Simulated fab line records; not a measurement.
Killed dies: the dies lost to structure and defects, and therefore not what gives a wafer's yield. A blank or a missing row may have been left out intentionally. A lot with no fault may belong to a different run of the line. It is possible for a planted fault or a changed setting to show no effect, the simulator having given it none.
Matching of chambers -- flow nand harc -- 3 sister chambers for NHARC_A_STAIRCASE_DEP_280 on pecvd-01
The step deposits SiON, target thk 30 nm. 3 wafers are shown with their chamber, then 12 later ones without.

== WAFERS PAIRED WITH THEIR CHAMBERS ==
wafer,chamber,heater power w (W)
L086.2,1,764
L086.3,0,755
L086.6,2,664

== WAFERS WHOSE CHAMBER IS MISSING ==
wafer,heater power w (W)
L087.1,638
L087.5,645
L087.6,750
L092.1,621
L092.5,637
L092.6,814
L095.1,631
L095.4,663
L095.5,678
L097.2,650
L097.4,748
L097.5,695

== WHICH CHAMBER EACH ONE RAN IN ==
wafer,from the rows above,in truth
L087.1,2,2
L087.5,2,2
L087.6,can't be placed: 0 or 1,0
L092.1,2,2
L092.5,2,2
L092.6,can't be placed: 1 or 0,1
L095.1,2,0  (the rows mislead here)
L095.4,2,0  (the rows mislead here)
L095.5,2,2
L097.2,2,2
L097.4,can't be placed: 0 or 1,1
L097.5,can't be placed: 2 or 0 or 1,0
Correctly placed: 6 of 12. Can't be placed from these rows: 4 (the true chamber is among the candidates in 4). Wrongly placed: 2.
How it was worked out, from the rows above alone: a wafer's distance from a chamber is the root of the sum, over the readings, of the square of ((its reading less the chamber's mean) divided by the reading's scatter). The wafer belongs to the nearest chamber; if the next one is less than 2 further off, it can't be placed. Each chamber's mean is taken over the wafers shown for it. The scatter: root of mean squared gap, hidden wafer to nearest shown wafer, with one shown wafer a chamber.
